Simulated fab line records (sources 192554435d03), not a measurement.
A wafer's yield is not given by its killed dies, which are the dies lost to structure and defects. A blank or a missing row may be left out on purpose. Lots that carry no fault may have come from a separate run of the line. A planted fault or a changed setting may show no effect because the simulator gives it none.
Lot-split experiment | flow n5-finfet | 39 wafers read across 7 lots, on a route 1938 steps long

== SPLIT DETAILS ==
At N5_BEOL_M7_DEP_56 (deposits SiCN from 3MS/NH3, target thk 10 nm, time 17.5 s), the setting target-thk-a was moved away from the recipe's 100 angstrom on 12 of the 39 wafers read, by -29.2% to +44.1%. For the rest of the wafers, this setting stayed at what the recipe calls for.

Reading taken at the split's own step.

== THE READING ==
SiCN_of_BEOL_M7_DEP_56.thk-nm (the simulator's own value, which no gauge read), in nm, at N5_BEOL_M7_DEP_56 (deposits SiCN from 3MS/NH3, target thk 10 nm, time 17.5 s). There is no usual value for it anywhere in the file. Across the 27 wafers here that went through the recipe, the average is 10.1 nm and the standard deviation 0.22 nm.

wafer  | tool, chamber at the split | target-thk-a as run, angstrom | against the recipe | SiCN_of_BEOL_M7_DEP_56.thk-nm, nm | against lot-mates on the recipe
L088.1 | pecvd-04, 0                | 100                           | recipe             | 9.6                               | -
L088.2 | pecvd-04, 2,0              | 100                           | recipe             | 9.8                               | -
L088.6 | pecvd-04, 2,0              | 100                           | recipe             | 9.8                               | -
L088.3 | pecvd-04, 1                | 144.1                         | +44.1%             | 14.2                              | +4.5
L088.4 | pecvd-04, 2,1              | 144.1                         | +44.1%             | 14.6                              | +4.9
L088.5 | pecvd-04, 2,1              | 144.1                         | +44.1%             | 14.6                              | +4.9
L087.1 | pecvd-01, 1                | 100                           | recipe             | 10                                | -
L087.5 | pecvd-01, 1                | 100                           | recipe             | 10                                | -
L087.2 | pecvd-01, 0                | 100                           | recipe             | 10.2                              | -
L087.3 | pecvd-01, 2,0              | 100                           | recipe             | 10.4                              | -
L087.6 | pecvd-01, 2,0              | 100                           | recipe             | 10.4                              | -
L087.4 | pecvd-01, 2                | 100                           | recipe             | 10.6                              | -
L092.1 | pecvd-03, 0                | 70.83                         | -29.2%             | 7                                 | -2.9
L092.2 | pecvd-03, 1                | 100                           | recipe             | 9.8                               | -
L092.3 | pecvd-03, 2                | 70.83                         | -29.2%             | 6.8                               | -3.1
L092.5 | pecvd-03, 2                | 70.83                         | -29.2%             | 6.8                               | -3.1
L092.4 | pecvd-03, 0,1              | 100                           | recipe             | 10                                | -
L092.6 | pecvd-03, 0,1              | 100                           | recipe             | 10                                | -
L093.1 | pecvd-03, 1                | 116.2                         | +16.2%             | 11.6                              | +1.6
L093.2 | pecvd-03, 0                | 100                           | recipe             | 9.8                               | -
L093.3 | pecvd-03, 2                | 116.2                         | +16.2%             | 11.4                              | +1.4
L093.4 | pecvd-03, 1                | 116.2                         | +16.2%             | 11.8                              | +1.8
L093.5 | pecvd-03, 2                | 100                           | recipe             | 10                                | -
L093.6 | pecvd-03, 0                | 100                           | recipe             | 10.2                              | -
L094.1 | pecvd-01, 2,0              | 100                           | recipe             | 10                                | -
L094.6 | pecvd-01, 2,0              | 100                           | recipe             | 10                                | -
L094.5 | pecvd-01, 2                | 100                           | recipe             | 10.2                              | -
L096.1 | pecvd-04, 0                | 100                           | recipe             | 9.8                               | -
L096.2 | pecvd-04, 1,2              | 100                           | recipe             | 10                                | -
L096.3 | pecvd-04, 1,2              | 100                           | recipe             | 10                                | -
L096.4 | pecvd-04, 1,0,2            | 100                           | recipe             | 10.2                              | -
L096.5 | pecvd-04, 1,0,2            | 100                           | recipe             | 10.2                              | -
L096.6 | pecvd-04, 1,0,2            | 100                           | recipe             | 10.2                              | -
L097.1 | pecvd-03, 2                | 115.1                         | +15.1%             | 11.4                              | +1.3
L097.2 | pecvd-03, 0                | 100                           | recipe             | 10.2                              | -
L097.6 | pecvd-03, 0                | 100                           | recipe             | 10.2                              | -
L097.3 | pecvd-03, 1                | 115.1                         | +15.1%             | 11.6                              | +1.5
L097.4 | pecvd-03, 1                | 115.1                         | +15.1%             | 11.6                              | +1.5
L097.5 | pecvd-03, 2                | 100                           | recipe             | 9.8                               | -
If several chambers appear in one row, that row covers several wafers at once and the file leaves open which wafer was in which chamber.

FIT RESULTS
A straight line over all 39 wafers: SiCN_of_BEOL_M7_DEP_56.thk-nm changes by +0.102 nm for each +1% of target-thk-a; r = +0.99; the points scatter about the line by 0.22 nm.
The same after taking each lot's own level away (the mean of its wafers on the recipe; 39 wafers): +0.106 nm for each +1%; r = +1.00; scatter 0.17 nm.
On that fit, the largest move of target-thk-a shifts the reading by 4.7 nm.
The span of the lots' own levels, 9.73 to 10.27 nm, comes to 2.4 times the standard deviation stated above.
Consequently the slope shifts little with the lot-to-lot level, the two slopes agreeing.
Check: with one of the wafers moved furthest among these (+44.1%) left out of the fit, the line predicts +4.69 nm for it against its lot-mates. Against them it came out at +4.47 nm.

== THESE WAFERS: OTHER SPLITS ==
Before the reading, these wafers also passed through other splits. Each is held against what the fit with the lots' levels taken away leaves over:
other split on the same wafers           | wafers away from the commonest value | r with SiCN_of_BEOL_M7_DEP_56.thk-nm (lot level and that fit taken away)
N5_BEOL_M6_TRENCH_ETCH_37 target-depth-a | 15                                   | +0.04

== THE FILE'S OWN FIT ==
SiCN_of_BEOL_M7_DEP_56.thk-nm changes by +0.105 nm for each +1% of target-thk-a, r = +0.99.
